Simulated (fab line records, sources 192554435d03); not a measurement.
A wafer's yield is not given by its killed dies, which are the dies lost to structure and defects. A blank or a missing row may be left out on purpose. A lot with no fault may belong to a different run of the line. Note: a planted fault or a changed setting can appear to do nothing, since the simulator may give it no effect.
Chamber matching | flow n5_finfet | pecvd-03 running N5_BEOL_M6_ILD_DEP_00: 3 sister chambers
The step deposits SiCOH lowk from DEMS/porogen, target thk 179.75 nm, time 33.4 s. 14 wafers are shown with their chamber, then 7 later ones without.

WAFERS WITH THEIR CHAMBER
wafer  | chamber | showerhead_vpp_V (V) | showerhead_plenum_p_Torr (Torr) | heater_power_w (W)
L074.1 | 0       | 1386                 | 5.733                           | 263
L074.5 | 0       | 1422                 | 5.729                           | 270
L074.6 | 1       | 1274                 | 5.737                           | 324
L075.2 | 2       | 1423                 | 5.754                           | 386
L075.5 | 2       | 1433                 | 5.760                           | 400
L075.6 | 1       | 1290                 | 5.731                           | 326
L077.1 | 2       | 1424                 | 5.763                           | 395
L077.3 | 0       | 1399                 | 5.735                           | 315
L077.6 | 1       | 1288                 | 5.738                           | 399
L080.3 | 1       | 1295                 | 5.733                           | 368
L080.4 | 2       | 1401                 | 5.744                           | 424
L080.5 | 1       | 1297                 | 5.734                           | 372
L082.2 | 1       | 1303                 | 5.736                           | 385
L082.3 | 0       | 1408                 | 5.733                           | 284

SIGNATURES (averages over the wafers above)
reading                  | chamber 0 | chamber 1 | chamber 2 | scatter within a chamber
showerhead_vpp_V         | 1403.75   | 1291.17   | 1420.25   | 12.6
showerhead_plenum_p_Torr | 5.73250   | 5.73483   | 5.75525   | 0.0049
heater_power_w           | 283.00    | 362.33    | 401.25    | 25.5
Rule: for a wafer and a chamber, the distance is found by dividing, reading by reading, the gap between the wafer's reading and the chamber's mean by the reading's scatter, squaring, summing and taking the root. The wafer belongs to the nearest chamber; if the next one is less than 2 further off, it can't be placed. How the scatter is found: for the shown wafers, subtract from each reading the mean of its chamber, square and add these, divide the total by (wafers less chambers), then take the root.

WAFERS WITH NO CHAMBER GIVEN
wafer  | showerhead_vpp_V (V) | showerhead_plenum_p_Torr (Torr) | heater_power_w (W)
L082.6 | 1287                 | 5.742                           | 383
L085.1 | 1299                 | 5.760                           | 329
L085.4 | 1407                 | 5.748                           | 309
L085.6 | 1299                 | 5.730                           | 345
L097.1 | 1276                 | 5.734                           | 394
L097.4 | 1293                 | 5.735                           | 390
L097.5 | 1433                 | 5.753                           | 467

EACH ONE'S CHAMBER
wafer  | from the rows above     | in truth
L082.6 | 1                       | 1
L085.1 | 1                       | 1
L085.4 | can't be placed: 0 or 2 | 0
L085.6 | 1                       | 1
L097.1 | 1                       | 1
L097.4 | 1                       | 1
L097.5 | 2                       | 2
6 of 7 placed correctly. Can't be placed from these rows: 1 (the true chamber is among the candidates in 1). Number placed wrongly: 0.
